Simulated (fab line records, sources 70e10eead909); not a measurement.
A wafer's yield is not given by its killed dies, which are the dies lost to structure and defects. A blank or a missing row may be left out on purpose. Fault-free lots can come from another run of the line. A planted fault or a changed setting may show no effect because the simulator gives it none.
8D (eight disciplines) problem report, filled in by code | flow nand-harc | the parts of the form that need people (team, actions taken, sign-off) are left out

## 1. PROBLEM STATEMENT
Wafers without a fault read 1001 nm, standard deviation 13; thk-nm at NHARC_A_ONON_D1_THK_MEAS_21 reads a mean of 583 nm on 6 wafers belonging to 2 lots. Measured from the usual mean, that is -32 standard deviations.
The step: measures by ellipsometry.
The first sign was on wafer L881.2 at day 12 18:34, on film-metro-01. The record holds 39 wafers of 13 lots with a number at this step. By rule, "out" or "out of limits" means more than 4 standard deviations away from the usual mean. The other wafers with a number count as sound.

## 2. WHAT IT IS AND WHAT IT IS NOT
question                    | is                           | is not
which readings at this step | thk-nm                       | -
which lots                  | L881, L882                   | L871, L872, L873, L875, L877, L878, L888, L889, L890, L891, L893
which wafers of those lots  | all that have a number       | -
read on which gauges        | film-metro-01, film-metro-02 | -
when                        | from day 12 18:34            | up to then (18 sound wafers); but 15 sound wafers of L888, L889, L890, L891, L893 came after

## 3. THE SUSPECTS, EACH WITH WHAT RULES IT OUT
Counting: any tool at a process step up to the reading is kept as a suspect provided that every lot that is out went through it and no sound lot did after the first of them.
- the gauge at NHARC_A_ONON_D1_THK_MEAS_21 is ruled out. Those wafers that are out were read across 2 gauges (film-metro-01, film-metro-02).
- rie-diel-05 at NHARC_P_BONDPAD_ACTIVATE_29 (chemistry N2, time 60 s): ruled out as a lasting fault. The sound lots L890 went through it after L881, its earliest lot that is out (day 11 07:25).
- pecvd-onon-02 at NHARC_A_ONON_D1_DEP_19 (target thk 1000 nm): ruled out as a lasting fault. The sound lots L888, L891 went through it after L881, its earliest lot that is out (day 12 18:07).
Left after counting: nothing in the record.

## 4. THE CAUSE (what the simulator had put in)
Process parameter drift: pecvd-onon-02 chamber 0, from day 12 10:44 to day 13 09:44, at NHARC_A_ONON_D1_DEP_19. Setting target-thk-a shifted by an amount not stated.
It was ruled out by counting, in error; the rule expects a fault to strike all lots run on its tool from its start on, and this fault did not.

## 5. THE CHAIN OF EFFECTS, in route order
Each row: a reading whose mean over the struck wafers that have a number lies more than 3 standard deviations from the usual. Only readings for which the record gives a usual standard deviation are gone through. hours: the time from each lot's start at the first step in this table that gives one to its start at this step, as a median over the lots. sigmas: the change in usual standard deviations.
hours | step                        | reading         | usual   | on struck wafers | change | sigmas
0     | NHARC_A_ONON_D1_THK_MEAS_21 | thk-nm          | 1001 nm | 583              | -418   | -32
385   | NHARC_END_SORT_01           | killed-at-array | 52      | 670              | +618   | +36
385   | NHARC_END_SORT_01           | killed-dies     | 57      | 677              | +620   | +39

## 6. WHAT WOULD HAVE CAUGHT IT SOONER
In this record the first reading out of limits at a measuring or inspecting step was taken at day 12 18:34, 8 hours after the fault began at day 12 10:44.
No tool reading at NHARC_A_ONON_D1_DEP_19 that has a usual standard deviation in the record was out on any struck wafer, so an alarm limit of 4 standard deviations on those readings would not have fired.
